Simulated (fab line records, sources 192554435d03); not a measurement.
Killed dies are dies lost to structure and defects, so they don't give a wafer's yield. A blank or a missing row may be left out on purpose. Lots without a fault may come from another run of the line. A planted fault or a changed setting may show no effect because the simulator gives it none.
A struck lot beside a sound one | flow n5_finfet | 37 steps out of a route of 1938
Sound: wafers L405.2, L405.4, L405.6. Struck: wafer L417.1. (L417.2 of the same lot was not struck and is left out.) The cause comes at the end.
At each step with rows: each side's tool, then ch and its chambers, then its first start. Under that, the readings that differ: sound wafers | struck wafers | difference of the means | sigmas: that difference in standard deviations of wafers without a fault.
alike: readings whose means differ by less than 2 such deviations, and words and numbers that are the same on both sides. not compared: withheld readings, readings that some wafer has no value for, bounds like >300 that may hide the same value, and numbers for which the record gives no deviation and whose values overlap.
The two part at a step that has a row with sigmas, a row that says differs or no value, or rows on one side only. Numbers that don't overlap but have no deviation are shown without sigmas and don't part them. A reading that every wafer of one side lacks parts them only if that side has two wafers or more.

first, 9 steps without rows for these wafers: N5_BEOL_M1_COAT_05 (resist thk 30 nm); N5_BEOL_M1_EBR_07; N5_BEOL_M1_SOFTBAKE_06 (time 60 s); N5_BEOL_M1_EXPOSE_08 (exposes mask M1); N5_BEOL_M1_PEB_09 (peb time 60 s); N5_BEOL_M1_DEVELOP_10 (develop time 30 s); N5_BEOL_M1_DESCUM_16 (chemistry O2, time 7 s); N5_BEOL_M1_ETCH_74 (etches underlayer in N2/H2, target depth 6.5 nm, time 5.2 s); N5_BEOL_M1_ETCH_63 (etches SiARC in CF4, target depth 15.6 nm, time 26 s).
N5_BEOL_M1_ETCH_64: etches SOC in N2/H2, target depth 75 nm, overetch 15 nm, time 112.5 s.
  sound on rie_diel-01 ch 0,3, day 6 08:44; struck on rie_diel-01 ch 2, day 11 15:35
  reading                                    | sound        | struck | difference | sigmas
  model.SiARC_of_BEOL_M1_COAT_62.thk_nm (nm) | 6.6 6.6 6.6  | 4.4    | -2.2       |
  model.BEOL_M1.cd_offset_nm (nm)            | -0.2 0.4 0.4 | 1      | +1         |
  alike: bias_w, drypump_motor_current_A, oes_product_au, rf_fwd_power_W, rf_vpp_V, showerhead_plenum_p_Torr, temp_c, throttle_valve_pct
  not compared: rf_hours_counter_h
then, 3 steps without rows for these wafers: N5_BEOL_M1_STRIP_65 (strips in N2/H2); N5_BEOL_M1_STRIP_75 (strips in N2/H2); N5_BEOL_M1_STRIP_66 (strips in CF4).
N5_BEOL_M1_HM_OPEN_17: chemistry Cl2/BCl3, target TiN, target depth 20 nm, overetch 6 nm.
  sound on rie_metal-02 ch 0,1, day 6 08:55; struck on rie_metal-03 ch 0, day 11 15:46
  reading                         | sound        | struck | difference | sigmas
  model.BEOL_M1.cd_offset_nm (nm) | -0.2 0.6 0.4 | 1      | +1         |
  alike: bias_w, drypump_motor_current_A, oes_product_au, rf_fwd_power_W, throttle_valve_pct
  not compared: rf_hours_counter_h
then, 21 steps without rows for these wafers: N5_BEOL_M1_STRIP_19 (strips in O2); N5_BEOL_M1_COAT_67 (time 60 s, resist thk 60 nm); N5_BEOL_M1_COAT_68 (time 60 s, resist thk 12 nm); N5_BEOL_M1_COAT_76 (time 60 s, resist thk 5 nm); N5_BEOL_M1_COAT_22 (resist thk 30 nm); N5_BEOL_M1_EBR_24; N5_BEOL_M1_SOFTBAKE_23 (time 60 s); N5_BEOL_M1_EXPOSE_25 (exposes mask V0, defocus 5 nm, target cd 24 nm); N5_BEOL_M1_PEB_26 (peb time 60 s); N5_BEOL_M1_DEVELOP_27 (develop time 30 s); N5_BEOL_M1_DESCUM_33 (chemistry O2, time 7 s); N5_BEOL_M1_ETCH_77 (etches underlayer in N2/H2, target depth 6.5 nm, time 5.2 s); N5_BEOL_M1_ETCH_69 (etches SiARC in CF4, target depth 15.6 nm, time 26 s); N5_BEOL_M1_ALD_98 (deposits SiO2, target thk 2.5 nm, pulse time 1 s, co reactant pulse time 1 s); N5_BEOL_M1_ETCHBACK_99 (etches SiO2 in CHF3, target depth 5 nm, time 10.4 s); N5_BEOL_M1_ETCH_70 (etches SOC in N2/H2, target depth 80 nm, overetch 16 nm, time 120 s); N5_BEOL_M1_STRIP_71 (strips in N2/H2); N5_BEOL_M1_STRIP_78 (strips in N2/H2); N5_BEOL_M1_VIA_ETCH_34 (etches the open film in C4F6/O2, target depth 67.8 nm, time 64.4 s); N5_BEOL_M1_STRIP_83 (strips in C4F6/O2); N5_BEOL_M1_STRIP_36 (strips in N2/H2).
N5_BEOL_M1_CD_MEAS_35: target cd 18 nm, target cd y 21 nm.
  sound on cd_sem-02, day 6 12:02; struck on cd_sem-02, day 11 22:49
  reading    | sound          | struck | difference | sigmas
  cd_nm (nm) | 17.7 18.3 18.5 | 19.4   | +1.2       | +3
-- the record jumps here: 3 days lie between the struck wafers' starts before and after (it left off in module BEOL_M1 and takes up again in module BEOL_M4, whose first step shown is number 1111 of the route) --
N5_BEOL_M4_RC_MEAS_101:
  sound on prober-02 ch 0, day 7 18:35; struck on prober-01 ch 0, day 14 14:39
  alike: DIBL_N, DIBL_P, IOFF_N, IOFF_P, ION_N, ION_P, SS_N, SS_P, VT_N, VT_P

WHERE THEY PART
Only at N5_BEOL_M1_CD_MEAS_35, within this record. Later steps at which nothing parts them and some readings are alike: N5_BEOL_M4_RC_MEAS_101.

WHY: what the simulator had put in
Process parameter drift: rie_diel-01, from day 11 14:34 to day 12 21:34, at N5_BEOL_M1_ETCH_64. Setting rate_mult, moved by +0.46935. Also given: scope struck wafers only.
